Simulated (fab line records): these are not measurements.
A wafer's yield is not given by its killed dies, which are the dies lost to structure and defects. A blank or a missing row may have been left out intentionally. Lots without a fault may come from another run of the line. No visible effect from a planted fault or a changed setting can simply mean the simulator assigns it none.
Matching of chambers + flow n5 finfet + N5_FIN_SAQP_STRIP_55 on rie diel-02: 4 sister chambers
The step strips in N2/H2. 14 wafers are shown with their chamber, then 7 later ones without.

## WAFERS PAIRED WITH THEIR CHAMBERS
| wafer  | chamber | showerhead plenum p Torr (Torr) | oes product au (a.u.) | throttle valve pct (%) |
|--------|---------|---------------------------------|-----------------------|------------------------|
| L379.3 | 1       | 3.56                            | 0.87                  | 18.7                   |
| L379.4 | 2       | 3.50                            | 0.77                  | 18.9                   |
| L379.5 | 3       | 3.34                            | 0.71                  | 18.9                   |
| L380.1 | 1       | 3.56                            | 0.86                  | 18.6                   |
| L380.3 | 2       | 3.50                            | 0.77                  | 19.0                   |
| L380.6 | 0       | 3.37                            | 0.78                  | 18.5                   |
| L382.1 | 1       | 3.56                            | 0.87                  | 18.6                   |
| L382.3 | 3       | 3.34                            | 0.71                  | 18.9                   |
| L382.6 | 2       | 3.50                            | 0.77                  | 19.0                   |
| L385.1 | 3       | 3.34                            | 0.70                  | 18.9                   |
| L385.3 | 2       | 3.50                            | 0.75                  | 19.0                   |
| L385.5 | 1       | 3.56                            | 0.85                  | 18.6                   |
| L394.2 | 0       | 3.36                            | 0.75                  | 18.6                   |
| L394.3 | 2       | 3.49                            | 0.75                  | 19.0                   |

SIGNATURES (averages over the wafers above)
| reading                  | chamber 0 | chamber 1 | chamber 2 | chamber 3 | scatter within a chamber |
|--------------------------|-----------|-----------|-----------|-----------|--------------------------|
| showerhead plenum p Torr | 3.3650    | 3.5600    | 3.4980    | 3.3400    | 0.00361                  |
| oes product au           | 0.7650    | 0.8625    | 0.7620    | 0.7067    | 0.0113                   |
| throttle valve pct       | 18.550    | 18.625    | 18.980    | 18.900    | 0.0453                   |
Rule: for a wafer and a chamber, the distance is found by dividing, reading by reading, the gap between the wafer's reading and the chamber's mean by the reading's scatter, squaring, summing and taking the root. The wafer belongs to the nearest chamber; if the next one is less than 2 further off, it can't be placed. The scatter: the root of (the sum of the squares of (reading less its chamber's mean) over the shown wafers, divided by (wafers less chambers)).

## WAFERS WITH NO CHAMBER GIVEN
| wafer  | showerhead plenum p Torr (Torr) | oes product au (a.u.) | throttle valve pct (%) |
|--------|---------------------------------|-----------------------|------------------------|
| L394.5 | 3.49                            | 0.74                  | 19.0                   |
| L395.3 | 3.33                            | 0.69                  | 18.9                   |
| L395.4 | 3.36                            | 0.76                  | 18.6                   |
| L395.5 | 3.36                            | 0.75                  | 18.6                   |
| L398.1 | 3.48                            | 0.74                  | 19.0                   |
| L398.4 | 3.32                            | 0.68                  | 19.0                   |
| L398.6 | 3.54                            | 0.82                  | 18.7                   |

## THE CHAMBER EACH PASSED THROUGH
| wafer  | from the rows above | in truth |
|--------|---------------------|----------|
| L394.5 | 2                   | 2        |
| L395.3 | 3                   | 3        |
| L395.4 | 0                   | 0        |
| L395.5 | 0                   | 0        |
| L398.1 | 2                   | 2        |
| L398.4 | 3                   | 3        |
| L398.6 | 1                   | 1        |
Correctly placed: 7 of 7. Not placeable from these rows: 0. Placed wrongly: 0.
